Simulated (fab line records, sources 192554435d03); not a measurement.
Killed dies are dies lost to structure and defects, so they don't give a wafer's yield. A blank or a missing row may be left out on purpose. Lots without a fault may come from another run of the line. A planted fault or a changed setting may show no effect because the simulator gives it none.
Chamber matching | flow n5_finfet | N5_HKMG_FIN_ALD_21 on ald_metal-01: 4 sister chambers
The step deposits TiN, target thk 1.5 nm, pulse time 1 s, purge time 3 s. 14 wafers are shown with their chamber, then 7 later ones without.

WAFERS WITH THEIR CHAMBER
wafer  | chamber | heater_power_w (W) | precursor_pulse_height_rel | susceptor_temp_C (C)
L075.2 | 2       | 856                | 1.021                      | 400.25
L075.4 | 3       | 855                | 0.995                      | 400.29
L075.5 | 3       | 858                | 1.015                      | 400.03
L079.1 | 1       | 831                | 0.996                      | 400.02
L079.4 | 0       | 950                | 0.981                      | 399.67
L079.6 | 2       | 855                | 0.999                      | 400.02
L082.3 | 1       | 834                | 0.964                      | 400.15
L082.4 | 3       | 869                | 0.996                      | 400.19
L082.6 | 1       | 821                | 1.018                      | 399.92
L087.1 | 3       | 846                | 1.006                      | 400.18
L087.2 | 2       | 844                | 1.000                      | 399.88
L087.5 | 2       | 871                | 1.007                      | 400.33
L076.2 | 3       | 833                | 0.990                      | 399.66
L076.3 | 1       | 812                | 0.983                      | 399.32

SIGNATURES (means of the wafers above)
reading                    | chamber 0 | chamber 1 | chamber 2 | chamber 3 | scatter within a chamber
heater_power_w             | 950.00    | 824.50    | 856.50    | 852.20    | 11.8
precursor_pulse_height_rel | 0.98100   | 0.99025   | 1.00675   | 1.00040   | 0.015
susceptor_temp_C           | 399.6700  | 399.8525  | 400.1200  | 400.0700  | 0.279
Rule: a wafer's distance from a chamber is the root of the sum, over the readings, of the square of ((its reading less the chamber's mean) divided by the reading's scatter). The wafer belongs to the nearest chamber; if the next one is less than 2 further off, it can't be placed. The scatter: the root of (the sum of the squares of (reading less its chamber's mean) over the shown wafers, divided by (wafers less chambers)).

WAFERS WITHOUT THEIR CHAMBER
wafer  | heater_power_w (W) | precursor_pulse_height_rel | susceptor_temp_C (C)
L076.5 | 853                | 1.011                      | 399.71
L094.4 | 848                | 1.030                      | 400.24
L094.5 | 869                | 1.004                      | 399.41
L094.6 | 846                | 1.043                      | 400.02
L096.1 | 970                | 0.987                      | 399.52
L096.3 | 853                | 0.988                      | 400.10
L096.4 | 849                | 1.007                      | 400.21

WHICH CHAMBER EACH WENT THROUGH
wafer  | from the rows above          | in truth
L076.5 | can't be placed: 3 or 2 or 1 | 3
L094.4 | can't be placed: 2 or 3 or 1 | 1
L094.5 | can't be placed: 2 or 3 or 1 | 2
L094.6 | can't be placed: 2 or 3 or 1 | 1
L096.1 | 0                            | 0
L096.3 | can't be placed: 3 or 2 or 1 | 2
L096.4 | can't be placed: 2 or 3 or 1 | 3
Placed correctly: 1 of 7. Can't be placed from these rows: 6 (the true chamber is among the candidates in 6). Placed wrongly: 0.
